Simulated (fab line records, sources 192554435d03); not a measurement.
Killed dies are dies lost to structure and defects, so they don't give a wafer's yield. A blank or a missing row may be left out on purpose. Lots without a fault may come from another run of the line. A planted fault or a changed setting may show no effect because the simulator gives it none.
A struck lot beside a sound one | flow n5_finfet | 41 steps out of a route of 1938
Sound: wafers L710.1, L710.2, L710.5. Struck: wafer L723.4. (L723.5 of the same lot was not struck and is left out.) The cause comes at the end.
At each step with rows: each side's tool, then ch and its chambers, then its first start. Under that, the readings that differ: sound wafers | struck wafers | difference of the means | sigmas: that difference in standard deviations of wafers without a fault.
alike: readings whose means differ by less than 2 such deviations, and words and numbers that are the same on both sides. not compared: withheld readings, readings that some wafer has no value for, bounds like >300 that may hide the same value, and numbers for which the record gives no deviation and whose values overlap.
The two part at a step that has a row with sigmas, a row that says differs or no value, or rows on one side only. Numbers that don't overlap but have no deviation are shown without sigmas and don't part them. A reading that every wafer of one side lacks parts them only if that side has two wafers or more.

first, 12 steps without rows for these wafers: N5_HKMG_FIN_STRIP_33 (strips in N2/H2); N5_HKMG_FIN_STRIP_34 (strips in CF4); N5_HKMG_FIN_ETCH_35 (etches SOC in N2/H2, target depth 215.8 nm, time 243.4 s); N5_HKMG_FIN_STRIP_92 (strips SOC in N2/H2, time 20 s); N5_HKMG_FIN_WET_ETCH_18 (etches TiN in SC1, time 55 s, target depth 5.2 nm, rinse time 30 s); N5_HKMG_FIN_STRIP_19 (strips in N2/H2, time 360 s); N5_HKMG_FIN_ALD_91 (deposits TiN, target thk 1 nm, pulse time 1 s, purge time 3 s); N5_HKMG_FIN_COAT_85 (time 60 s, resist thk 300 nm); N5_HKMG_FIN_ETCH_86 (etches SOC in N2/H2, stops on TiN, target depth 393.2 nm); N5_HKMG_FIN_STRIP_89 (strips SOC in N2/H2, time 20 s); N5_HKMG_FIN_WET_ETCH_87 (etches TiN in SC1, time 154.2 s, target depth 4.7 nm, rinse time 30 s); N5_HKMG_FIN_STRIP_88 (strips in N2/H2, time 360 s).
N5_HKMG_FIN_NWFM_ALD_20: deposits TiAlC, target thk 2 nm, pulse time 3 s, purge time 2 s.
  sound on ald_metal-02 ch 1,2, day 4 16:34; struck on ald_metal-02 ch 0, day 7 19:31
  reading                                         | sound | struck | difference | sigmas
  ald_cycles                                      | 7 7 7 | 9      | +2         |
  model.TiAlC_of_HKMG_FIN_NWFM_ALD_20.thk_nm (nm) | 2 2 2 | 2.6    | +0.6       |
  alike: heater_power_w, precursor_pulse_height_rel
then, 26 steps without rows for these wafers: N5_HKMG_FIN_ALD_71 (deposits TiN, target thk 1 nm, pulse time 1 s, purge time 3 s); N5_HKMG_FIN_COAT_66 (time 60 s, resist thk 300 nm); N5_HKMG_FIN_ETCH_67 (etches SOC in N2/H2, stops on TiN, target depth 388.9 nm); N5_HKMG_FIN_STRIP_90 (strips SOC in N2/H2, time 20 s); N5_HKMG_FIN_WET_ETCH_73 (etches the open film in SC1, time 42.3 s, target depth 1.3 nm, rinse time 30 s); N5_HKMG_FIN_ETCHBACK_68 (etches the open film in Cl2/Ar, stops on HfO2, target depth 0.5 nm); N5_HKMG_FIN_STRIP_69 (strips in N2/H2, time 360 s); N5_HKMG_FIN_ALD_21 (deposits TiN, target thk 1.5 nm, pulse time 1 s, purge time 3 s); N5_HKMG_FIN_ALD_72 (deposits W, target thk 2 nm, pulse time 1 s, purge time 2 s); N5_HKMG_FIN_W_FILL_22 (material W, target thk 60 nm, time 18.2 s); N5_HKMG_FIN_PRECLEAN_83 (cleans in DIW, time 57.5 s); N5_HKMG_FIN_SRD_84 (dry time 32 s); N5_HKMG_FIN_CMP_23 (polishes, stops on SiNx, t overpolish 10 s, target thk 46.326 nm); N5_HKMG_FIN_CMP_94 (polishes, stops on SiNx, t overpolish 4.7 s, target thk 43.299 nm); N5_GATE_CUT_ETCHBACK_00 (etches W in SF6/Cl2); N5_GATE_CUT_ETCH_56 (etches TiN in Cl2/Ar, target depth 21.6 nm); N5_GATE_CUT_ETCHBACK_30 (etches TiN in Cl2/Ar, target depth 3 nm); N5_GATE_CUT_VAPOR_ETCH_60 (etches HfO2 in BCl3/Cl2); N5_GATE_CUT_ETCH_58 (etches SiNx in CH3F/O2, target depth 17 nm, time 128.6 s); N5_GATE_CUT_STRIP_59 (strips in N2/H2, time 20 s); N5_GATE_CUT_PRECLEAN_31 (cleans in DIW, time 300 s); N5_GATE_CUT_SRD_32 (time 30 s); N5_GATE_CUT_SAC_CAP_01 (material SiNx, target thk 24 nm, pulse time 1 s, ald cycles 480); N5_GATE_CUT_PECVD_57 (deposits SiNx from SiH4/NH3/N2, target thk 21 nm); N5_GATE_CUT_CMP_02 (polishes, stops on SiO2, t overpolish 12.7 s, target thk 0 nm); N5_GATE_CUT_HM_DEP_46 (deposits SiO2 from TEOS/O2, target thk 130 nm, time 26.6 s).
-- the record jumps here: 4 days lie between the struck wafers' starts before and after (it left off in module GATE_CUT and takes up again in module BEOL_M4, whose first step shown is number 1111 of the route) --
N5_BEOL_M4_RC_MEAS_101:
  sound on prober-02 ch 0, day 8 07:54; struck on prober-02 ch 0, day 11 11:53
  reading             | sound                   | struck   | difference | sigmas
  IOFF_N (nA/um)      | 0.15 0.16 0.09          | 0.46     | +0.33      | +7
  IOFF_N_85C (nA/um)  | 3.0 3.1 1.9             | 7.5      | +4.8       | +6
  IOFF_N_LIN (nA/um)  | 0.069 0.075 0.047       | 0.230    | +0.166     | +9
  IOFF_N_LONG (nA/um) | 5.5e-05 5.5e-05 5.4e-05 | 0.000155 | +0.000100  | +31
  ION_N (uA/um)       | 672 692 675             | 770      | +90        | +6
  VT_N (mV)           | 250 249 257             | 214      | -38        | -9
  VT_N_LONG (mV)      | 277.7 274.7 275.0       | 239.4    | -36.4      | -19
  VT_N_LVT (mV)       | 97 96 103               | 61       | -38        | -8
  VT_P_LONG (mV)      | -277 -272 -272          | -281     | -7         | -2
  alike: DIBL_N, DIBL_P, IOFF_P, ION_P, SS_N, SS_P, VT_P
-- the record jumps here: 5 days lie between the struck wafers' starts before and after (it left off in module BEOL_M4 and takes up again in module PASSIVATION, whose first step shown is number 1936 of the route) --
N5_PASSIVATION_PROBE_49:
  the record has rows for the struck wafers here (prober-02, day 16 00:25) and none for the sound ones

WHERE THEY PART
First at N5_BEOL_M4_RC_MEAS_101; last, within this record, at N5_PASSIVATION_PROBE_49.

WHY: what the simulator had put in
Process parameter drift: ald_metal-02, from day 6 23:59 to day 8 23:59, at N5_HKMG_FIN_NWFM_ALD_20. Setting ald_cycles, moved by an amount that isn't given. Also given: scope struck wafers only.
